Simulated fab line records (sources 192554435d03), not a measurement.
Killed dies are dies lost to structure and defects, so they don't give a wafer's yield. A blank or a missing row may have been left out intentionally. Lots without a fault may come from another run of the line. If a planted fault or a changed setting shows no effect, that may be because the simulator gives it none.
Which tool is to blame? | flow n5_finfet | 9 lots with 24 wafers sampled at 8 steps, on a route of 1938 steps

WHAT THE GAUGES SHOWED, per wafer
N5_BEOL_M4_OVL_MEAS_29. Usual: V3_OVL -0.2 nm, standard deviation 0.73.
lot  | measured     | on         | V3_OVL (nm)    | flag
L246 | day 7 17:41  | overlay-01 | -0.7 -0.5      |
L248 | day 8 08:17  | overlay-02 | 0.3 -0.2 0.8   |
L249 | day 8 12:24  | overlay-02 | 1.3 0.0 -1.1   |
L251 | day 9 03:22  | overlay-01 | -0.1 0.1 -0.1  |
L250 | day 9 03:37  | overlay-01 | -0.3 -0.8 -0.6 |
L253 | day 9 21:59  | overlay-02 | 0.5 0.9 0.6    |
L257 | day 10 13:35 | overlay-02 | 0.2 1.4 -0.5   |
L264 | day 13 04:05 | overlay-02 | -0.1 0.2       |
L265 | day 13 04:12 | overlay-02 | 0.5 0.5        |

N5_BEOL_M4_OCD_MEAS_38. Usual: trench_depth_nm at 55.6 nm, with a standard deviation of 1.2.
lot  | measured     | on     | trench_depth_nm (nm) | flag
L246 | day 7 21:11  | ocd-01 | 53.3 53.3            |
L248 | day 8 14:10  | ocd-01 | 57.4 57.4 54.8       |
L249 | day 8 18:35  | ocd-02 | 54.8 55.7 56.9       |
L251 | day 9 08:19  | ocd-01 | 56.8 56.7 54.8       |
L250 | day 9 08:20  | ocd-02 | 57.6 55.1 57.7       |
L253 | day 9 23:37  | ocd-01 | 55.0 56.1 56.2       |
L257 | day 10 16:25 | ocd-02 | 55.0 54.6 56.0       |
L264 | day 13 05:13 | ocd-02 | 74.8 73.1            | OFF
L265 | day 13 09:03 | ocd-01 | 72.2 56.3            | OFF

N5_BEOL_M4_CD_MEAS_35: target cd 18 nm, target cd y 22.4 nm. Usual: cd_nm at 18.0 nm, with a standard deviation of 0.34.
lot  | measured     | on        | cd_nm (nm)     | flag
L246 | day 7 21:20  | cd_sem-01 | 17.9 17.7      |
L248 | day 8 14:24  | cd_sem-02 | 18.5 17.7 18.3 |
L249 | day 8 18:45  | cd_sem-01 | 17.8 17.9 18.1 |
L251 | day 9 08:28  | cd_sem-03 | 17.9 17.8 17.8 |
L250 | day 9 08:29  | cd_sem-01 | 17.8 18.1 17.4 |
L253 | day 9 23:47  | cd_sem-03 | 18.1 17.7 18.2 |
L257 | day 10 16:34 | cd_sem-03 | 18.0 17.9 18.3 |
L264 | day 13 05:22 | cd_sem-02 | 18.3 17.8      |
L265 | day 13 09:12 | cd_sem-02 | 18.2 18.1      |

N5_BEOL_M4_THK_MEAS_53: measures by xrf. Usual: M4_THK 39.4 nm, standard deviation 1.7.
lot  | measured     | on            | M4_THK (nm)    | flag
L246 | day 8 00:59  | film_metro-01 | 35.7 37.3      |
L248 | day 8 18:25  | film_metro-01 | 43.7 44.0 40.0 |
L249 | day 8 22:44  | film_metro-02 | 40.9 40.3 41.8 |
L251 | day 9 12:00  | film_metro-02 | 40.0 43.1 39.3 |
L250 | day 9 12:19  | film_metro-02 | 40.4 39.2 41.1 |
L253 | day 10 03:35 | film_metro-02 | 37.1 38.3 39.6 |
L257 | day 10 21:44 | film_metro-01 | 38.4 38.7 38.5 |
L264 | day 13 09:38 | film_metro-02 | 59.3 56.8      | OFF
L265 | day 13 12:45 | film_metro-02 | 55.8 39.8      | OFF

N5_BEOL_M4_RS_MEAS_58: uses a four-point probe to measure. Usual: M4_RS 0.68 ohm/sq, standard deviation 0.037.
lot  | measured     | on            | M4_RS (ohm/sq) | flag
L246 | day 8 01:15  | film_metro-02 | 0.76 0.72      |
L248 | day 8 18:46  | film_metro-02 | 0.59 0.59 0.66 |
L249 | day 8 22:59  | film_metro-02 | 0.65 0.66 0.64 |
L251 | day 9 12:17  | film_metro-02 | 0.66 0.61 0.68 |
L250 | day 9 12:36  | film_metro-02 | 0.67 0.69 0.65 |
L253 | day 10 03:55 | film_metro-02 | 0.73 0.71 0.68 |
L257 | day 10 22:00 | film_metro-01 | 0.69 0.69 0.69 |
L264 | day 13 09:53 | film_metro-01 | 0.41 0.43      | OFF
L265 | day 13 13:03 | film_metro-01 | 0.44 0.67      | OFF

N5_BEOL_M4_RC_MEAS_101. Usual: DIBL_N 36.0 mV/V, standard deviation 1.6; DIBL_P 36.1 mV/V, standard deviation 2; IOFF_N 0.160 nA/um, standard deviation 0.029; IOFF_P 0.21 nA/um, standard deviation 0.039; ION_N 675 uA/um, standard deviation 13; ION_P 464 uA/um, standard deviation 8.8; SERP_M4 197 ohm/um, standard deviation 17; SERP_M4_max_site 211 ohm/um, standard deviation 19; SS_N 71.5 mV/dec, standard deviation 0.58; SS_P 73.3 mV/dec, standard deviation 0.65; VT_N 250 mV, standard deviation 3.3; VT_P -249 mV, standard deviation 3.6.
lot  | measured     | on        | DIBL_N (mV/V)  | DIBL_P (mV/V)  | IOFF_N (nA/um)    | IOFF_P (nA/um) | ION_N (uA/um) | ION_P (uA/um) | SERP_M4 (ohm/um) | SERP_M4_max_site (ohm/um) | SS_N (mV/dec)  | SS_P (mV/dec)  | VT_N (mV)   | VT_P (mV)      | flag
L246 | day 8 01:37  | prober-01 | 37.5 36.0      | 36.4 34.5      | 0.174 0.149       | 0.24 0.21      | 666 667       | 460 460       | 234 220          | 253 233                   | 71.8 71.1      | 74.0 72.7      | 251 251     | -248 -250      |
L248 | day 8 18:49  | prober-02 | 34.2 36.3 33.9 | 34.1 36.7 33.6 | 0.121 0.150 0.110 | 0.15 0.18 0.14 | 653 673 649   | 451 456 448   | 172 176 182      | 185 182 193               | 71.7 72.6 71.4 | 72.7 74.0 72.3 | 254 252 255 | -259 -255 -259 |
L249 | day 8 23:21  | prober-02 | 33.7 32.2 35.7 | 35.3 33.5 37.8 | 0.146 0.118 0.175 | 0.19 0.17 0.23 | 678 675 678   | 463 466 463   | 190 199 185      | 199 208 190               | 71.2 70.8 70.7 | 73.1 72.7 73.7 | 250 253 247 | -252 -250 -249 |
L251 | day 9 12:30  | prober-01 | 36.7 35.7 34.9 | 38.2 37.7 35.4 | 0.177 0.172 0.150 | 0.22 0.22 0.18 | 677 671 657   | 454 461 447   | 208 187 218      | 228 199 226               | 70.9 71.7 71.5 | 74.5 73.8 73.5 | 250 249 252 | -250 -252 -254 |
L250 | day 9 12:39  | prober-02 | 38.0 36.7 37.5 | 36.8 35.3 37.1 | 0.166 0.154 0.152 | 0.23 0.22 0.23 | 681 677 670   | 471 465 465   | 188 204 211      | 196 227 223               | 71.6 70.8 72.2 | 73.6 73.0 73.3 | 250 250 252 | -248 -249 -247 |
L253 | day 10 03:58 | prober-01 | 37.1 34.3 34.3 | 36.8 35.2 34.8 | 0.180 0.130 0.132 | 0.20 0.18 0.18 | 669 658 672   | 454 452 462   | 216 196 206      | 225 214 219               | 71.5 71.1 71.1 | 73.3 72.9 73.6 | 251 256 251 | -251 -250 -252 |
L257 | day 10 22:04 | prober-02 | 35.3 35.9 36.4 | 34.1 35.1 35.6 | 0.138 0.154 0.165 | 0.19 0.20 0.21 | 681 678 694   | 470 472 474   | 181 182 187      | 188 192 197               | 70.5 70.8 72.1 | 73.3 72.9 73.4 | 251 250 247 | -252 -251 -250 |
L264 | day 13 09:56 | prober-01 | 34.8 36.2      | 34.0 35.5      | 0.146 0.154       | 0.17 0.20      | 687 681       | 463 469       | 129 137          | 140 141                   | 70.9 71.5      | 72.3 73.7      | 247 248     | -252 -250      | OFF
L265 | day 13 13:07 | prober-02 | 35.4 36.8      | 35.1 36.5      | 0.146 0.159       | 0.20 0.22      | 695 675       | 478 466       | 137 206          | 157 218                   | 71.2 71.7      | 72.2 73.2      | 249 251     | -251 -248      |

WHICH TOOL RAN EACH LOT (tool, then ch and the chambers of the sampled wafers, then the start)
lot  | N5_BEOL_M4_STRIP_36                | N5_BEOL_M4_TRENCH_ETCH_37
L246 | rie_diel-06 ch 2, day 7 20:59      | rie_diel-06 ch 2, day 7 21:02
L248 | rie_diel-04 ch 1,2,3, day 8 13:58  | rie_diel-04 ch 1,2,3, day 8 14:00
L249 | rie_diel-04 ch 2,3, day 8 18:24    | rie_diel-04 ch 2,3, day 8 18:26
L251 | rie_diel-04 ch 1,2,3, day 9 08:07  | rie_diel-04 ch 1,2,3, day 9 08:09
L250 | rie_diel-03 ch 1,3, day 9 08:09    | rie_diel-03 ch 1,3, day 9 08:11
L253 | rie_diel-06 ch 1,3, day 9 23:26    | rie_diel-06 ch 1,3, day 9 23:28
L257 | rie_diel-06 ch 0,1,3, day 10 16:13 | rie_diel-06 ch 0,1,3, day 10 16:15
L264 | rie_diel-04 ch 0,2, day 13 05:01   | rie_diel-04 ch 0,2, day 13 05:04
L265 | rie_diel-04 ch 0,3, day 13 08:52   | rie_diel-04 ch 0,3, day 13 08:54
- N5_BEOL_M4_STRIP_36: strips in N2/H2.
- N5_BEOL_M4_TRENCH_ETCH_37: etches SiOC in C4F6/O2, target depth 55.555 nm, time 29.2 s.

AS READ BY THE TOOLS THEMSELVES (means over the sampled wafers that have a number; for cases with no such wafer, the mark the record gives instead)
N5_BEOL_M4_STRIP_36. Usual: chamber_pressure_mTorr 20.001 mTorr, standard deviation 0.03; drypump_motor_current_A 5.7 A, standard deviation 0.56; oes_product_au 0.81 a.u., standard deviation 0.084; rf_vpp_V 59.0 V, standard deviation 1.4; showerhead_plenum_p_Torr 2.48 Torr, standard deviation 0.062; throttle_valve_pct 23.71 %, standard deviation 0.26.
lot  | tool        | chamber_pressure_mTorr (mTorr) | drypump_motor_current_A (A) | oes_product_au (a.u.) | rf_vpp_V (V) | showerhead_plenum_p_Torr (Torr) | throttle_valve_pct (%) | flag
L246 | rie_diel-06 | 20.002                         | 5.4                         | 0.72                  | 58.5         | 2.42                            | 24.12                  |
L248 | rie_diel-04 | 20.013                         | 5.9                         | 0.80                  | 58.0         | 2.48                            | 23.70                  |
L249 | rie_diel-04 | 19.983                         | 5.8                         | 0.74                  | 59.6         | 2.49                            | 23.89                  |
L251 | rie_diel-04 | 19.977                         | 5.9                         | 0.80                  | 58.5         | 2.48                            | 23.69                  |
L250 | rie_diel-03 | 19.999                         | 6.5                         | 0.82                  | 59.7         | 2.59                            | 23.53                  |
L253 | rie_diel-06 | 19.975                         | 5.5                         | 0.84                  | 60.3         | 2.47                            | 23.68                  |
L257 | rie_diel-06 | 20.002                         | 5.6                         | 0.85                  | 59.0         | 2.47                            | 23.76                  |
L264 | rie_diel-04 | 20.011                         | 5.7                         | 0.84                  | 60.4         | 2.46                            | 23.65                  |
L265 | rie_diel-04 | 20.035                         | 5.6                         | 0.76                  | 58.6         | 2.43                            | 23.77                  |

N5_BEOL_M4_TRENCH_ETCH_37. Usual: bias_w 185.0 W (standard deviation 0.59); chamber_pressure_mTorr 30.00 mTorr (standard deviation 0.031); drypump_motor_current_A 5.7 A (standard deviation 0.56); oes_product_au 0.81 a.u. (standard deviation 0.083); rf_vpp_V 660 V (standard deviation 11); showerhead_plenum_p_Torr 2.78 Torr (standard deviation 0.076); throttle_valve_pct 20.89 % (standard deviation 0.24).
lot  | tool        | bias_w (W) | chamber_pressure_mTorr (mTorr) | drypump_motor_current_A (A) | oes_product_au (a.u.) | rf_vpp_V (V) | showerhead_plenum_p_Torr (Torr) | throttle_valve_pct (%) | flag
L246 | rie_diel-06 | 184.2      | 30.02                          | 5.3                         | 0.70                  | 652          | 2.71                            | 21.10                  |
L248 | rie_diel-04 | 184.8      | 30.01                          | 5.9                         | 0.80                  | 653          | 2.79                            | 20.94                  |
L249 | rie_diel-04 | 184.9      | 30.01                          | 5.8                         | 0.75                  | 652          | 2.81                            | 21.14                  |
L251 | rie_diel-04 | 185.3      | 29.97                          | 5.9                         | 0.79                  | 652          | 2.79                            | 20.94                  |
L250 | rie_diel-03 | 185.7      | 29.97                          | 6.6                         | 0.83                  | 671          | 2.93                            | 20.86                  |
L253 | rie_diel-06 | 185.0      | 29.98                          | 5.5                         | 0.84                  | 667          | 2.76                            | 20.85                  |
L257 | rie_diel-06 | 184.9      | 30.03                          | 5.6                         | 0.84                  | 668          | 2.77                            | 20.90                  |
L264 | rie_diel-04 | 184.8      | 30.03                          | 5.7                         | 0.99                  | 654          | 2.76                            | 20.88                  |
L265 | rie_diel-04 | 184.4      | 30.00                          | 5.5                         | 0.82                  | 658          | 2.74                            | 21.06                  |

THE ANSWER, worked out from the rows above alone
Rule: a lot counts as off when the mean over its wafers that have a number is more than 3 standard deviations away from the usual mean. Also off: a lot with no number at a reading for which 4 or more lots have one. The other lots that the step has rows for count as sound. The gauges are gone through in route order, then the tools' own readings, and for those a lot's mean is taken as printed above. The first step at which some lot is off is used, and at that step the reading that is off furthest; a lot without a number counts as furthest.
Off at N5_BEOL_M4_OCD_MEAS_38 (trench_depth_nm): L264, L265.
A tool fits if, at a process step before that reading, it ran every lot that is off, and no sound lot after the first of them. The gauges at N5_BEOL_M4_OCD_MEAS_38 aren't tried: what is off there is off at N5_BEOL_M4_THK_MEAS_53 too, on other tools, and a gauge's error can't cause that. One fits: N5_BEOL_M4_STRIP_36 and N5_BEOL_M4_TRENCH_ETCH_37 on rie_diel-04. At N5_BEOL_M4_STRIP_36 its last sound lot is L251 (day 9 08:07), its first lot that is off L264 (day 13 05:01): a fault that began between those two fits.

WHAT THE SIMULATOR HAD PUT IN
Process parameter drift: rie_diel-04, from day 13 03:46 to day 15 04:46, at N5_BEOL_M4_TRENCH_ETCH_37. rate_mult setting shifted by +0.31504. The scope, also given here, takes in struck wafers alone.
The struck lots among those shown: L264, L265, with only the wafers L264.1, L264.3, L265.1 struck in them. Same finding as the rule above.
